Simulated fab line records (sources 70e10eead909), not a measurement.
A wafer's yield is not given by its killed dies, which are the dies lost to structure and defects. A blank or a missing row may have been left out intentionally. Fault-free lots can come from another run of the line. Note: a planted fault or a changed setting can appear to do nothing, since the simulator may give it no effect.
Which tool was responsible? -- flow nandHarc -- 13 lots with 39 wafers sampled at 4 steps, on a route of 1159 steps

== WHAT THE GAUGES SHOWED, per wafer ==
NHARC_END_SORT_01.
lot,measured,on,killedAtArray,killedAtOther,killedAtPeriphery,killedDies,killedOpen,killedShort
L429,day 21 09:30,prober-02,16 12 15,0 0 1,4 1 3,20 13 19,5 4 6,0 1 4
L439,day 22 22:02,prober-02,258 348 344,1 0 0,7 7 2,266 355 346,2 6 3,2 0 2

== WHICH TOOL RAN EACH LOT (tool, then ch and the chambers of the sampled wafers, then the start) ==
lot,NHARC_A_WL_FILL_CVD_03,NHARC_THIN_TSV_DESCUM_14,NHARC_THIN_TSV_ETCH_59
L424,"cvdW-01 ch 0,1, day 14 19:47","rieDiel-10 ch 0,2, day 18 17:19","rieMetal-02 ch 0,1, day 18 23:50"
L425,"cvdW-01 ch 0,1, day 15 18:08","rieDiel-11 ch 0,1, day 19 07:29","rieMetal-02 ch 0,1, day 19 17:11"
L429,"cvdW-01 ch 0,1, day 16 05:48","rieDiel-10 ch 1,2, day 20 07:49","rieMetal-02 ch 0,1, day 20 13:52"
L430,"cvdW-01 ch 0,1, day 16 08:09","rieDiel-11 ch 0,3, day 20 08:55","rieMetal-01 ch 0,1, day 20 15:04"
L433,"cvdW-01 ch 0,1, day 16 23:05","rieDiel-10 ch 2,3, day 20 20:42","rieMetal-02 ch 0,1, day 21 02:53"
L434,"cvdW-01 ch 0,1, day 17 18:20","rieDiel-05 ch 1,2, day 21 10:56","rieMetal-02 ch 0,1, day 21 17:07"
L437,"cvdW-02 ch 1, day 18 09:52","rieDiel-10 ch 0,3, day 21 23:26","rieMetal-02 ch 1, day 22 05:46"
L440,"cvdW-02 ch 0,1, day 18 12:41","rieDiel-05 ch 0,3, day 22 04:57","rieMetal-03 ch 0, day 22 11:05"
L439,"cvdW-01 ch 0,1, day 18 13:28","rieDiel-10 ch 1,2,3, day 22 06:07","rieMetal-03 ch 0,1, day 22 12:07"
L443,"cvdW-02 ch 0,1, day 19 05:02","rieDiel-11 ch 1,3, day 23 06:31","rieMetal-01 ch 1, day 23 12:42"
L442,"cvdW-02 ch 0,1, day 19 08:20","rieDiel-11 ch 0,2, day 22 23:13","rieMetal-02 ch 1, day 23 05:23"
L447,"cvdW-02 ch 0,1, day 20 00:05","rieDiel-05 ch 0,1,2, day 23 15:53","rieMetal-01 ch 0,1, day 23 22:50"
L444,"cvdW-02 ch 0,1, day 20 08:37","rieDiel-05 ch 1,2,3, day 24 00:13","rieMetal-03 ch 0,1, day 24 06:25"
- NHARC_A_WL_FILL_CVD_03: deposits W, target thk 40 nm, time 3302 s.
- NHARC_THIN_TSV_DESCUM_14: chemistry O2, time 3 s.
- NHARC_THIN_TSV_ETCH_59: etches the open film in Cl2/BCl3, target depth 880 nm, time 138.1 s.

== AS READ BY THE TOOLS THEMSELVES (means over the sampled wafers that have a number; for cases with no such wafer, the mark the record gives instead) ==
NHARC_A_WL_FILL_CVD_03.
lot,tool,heaterPowerW (W),mfcArSccm (sccm),throttleValvePct (%)
L424,cvdW-01,460,1559,8.04
L425,cvdW-01,458,1561,8.01
L429,cvdW-01,462,1559,8.10
L430,cvdW-01,467,1563,7.94
L433,cvdW-01,466,1565,8.19
L434,cvdW-01,466,1558,8.16
L437,cvdW-02,446,1565,7.94
L440,cvdW-02,457,1562,7.69
L439,cvdW-01,471,1557,7.97
L443,cvdW-02,451,1552,7.77
L442,cvdW-02,458,1558,7.80
L447,cvdW-02,453,1560,7.75
L444,cvdW-02,451,1555,7.61

NHARC_THIN_TSV_DESCUM_14.
lot,tool,chamberPressureMTorr (mTorr),drypumpMotorCurrentA (A),mfcArSccm (sccm),oesProductAu (a.u.),rfVppV (V),showerheadPlenumPTorr (Torr),throttleValvePct (%)
L424,rieDiel-10,59.99,5.3,0.010,0.995,57.4,1.94,11.308
L425,rieDiel-11,59.98,6.1,0.000,1.008,58.1,1.98,11.305
L429,rieDiel-10,60.03,5.5,0.010,1.000,58.6,1.95,11.313
L430,rieDiel-11,60.00,6.6,0.006,1.017,57.7,1.93,11.304
L433,rieDiel-10,60.01,5.5,0.008,1.002,57.9,2.00,11.306
L434,rieDiel-05,59.93,6.1,0.014,0.990,57.7,1.93,11.316
L437,rieDiel-10,59.94,5.4,0.002,0.998,57.5,1.95,11.301
L440,rieDiel-05,60.06,5.3,0.006,0.996,57.3,1.85,11.308
L439,rieDiel-10,59.99,5.5,0.009,0.999,57.8,1.97,11.314
L443,rieDiel-11,59.99,6.0,0.006,1.007,57.9,1.97,11.316
L442,rieDiel-11,59.95,5.7,0.000,1.003,59.1,1.87,11.307
L447,rieDiel-05,59.98,5.5,0.012,1.002,59.0,1.87,11.313
L444,rieDiel-05,59.97,5.9,0.018,0.999,58.2,1.91,11.314

NHARC_THIN_TSV_ETCH_59.
lot,tool,chamberPressureMTorr (mTorr),drypumpMotorCurrentA (A),oesProductAu (a.u.),throttleValvePct (%)
L424,rieMetal-02,9.994,6.6,0.995,22.260
L425,rieMetal-02,9.995,6.6,1.000,22.268
L429,rieMetal-02,10.002,6.6,1.002,22.260
L430,rieMetal-01,9.999,5.8,0.998,22.264
L433,rieMetal-02,10.005,6.6,1.002,22.264
L434,rieMetal-02,10.000,6.5,1.001,22.262
L437,rieMetal-02,9.996,6.5,0.998,22.264
L440,rieMetal-03,9.995,6.0,0.998,22.267
L439,rieMetal-03,9.992,6.1,1.000,22.267
L443,rieMetal-01,9.999,6.0,0.991,22.259
L442,rieMetal-02,10.000,6.4,0.997,22.273
L447,rieMetal-01,9.996,5.8,0.988,22.258
L444,rieMetal-03,9.993,6.0,1.001,22.259

== THE ANSWER, worked out from the rows above alone ==
Rule: usual is defined by the lots themselves. The widest of any qualifying gaps counts: lots, ordered by their means at a reading, are off when they make up no more than a third of the lots, leave a main group of 4 or more, and stand apart from it by 3 or more times the standard deviation of that group's means. A main group is skipped when, at the precision printed for the reading in the tables above, its means are all equal. Also off: a lot with no number at a reading for which 4 or more lots have one. All remaining lots with rows at the step are treated as sound. Order of review: gauges by route order, followed by the tools' own readings, for which a lot's mean as printed above is used. At the first step where some lot is off, the reading lying furthest off is the one used; lots without a number count as furthest.
Nothing can be told from this: no lot is off at any reading shown.

== WHAT HAD BEEN PUT IN BY THE SIMULATOR ==
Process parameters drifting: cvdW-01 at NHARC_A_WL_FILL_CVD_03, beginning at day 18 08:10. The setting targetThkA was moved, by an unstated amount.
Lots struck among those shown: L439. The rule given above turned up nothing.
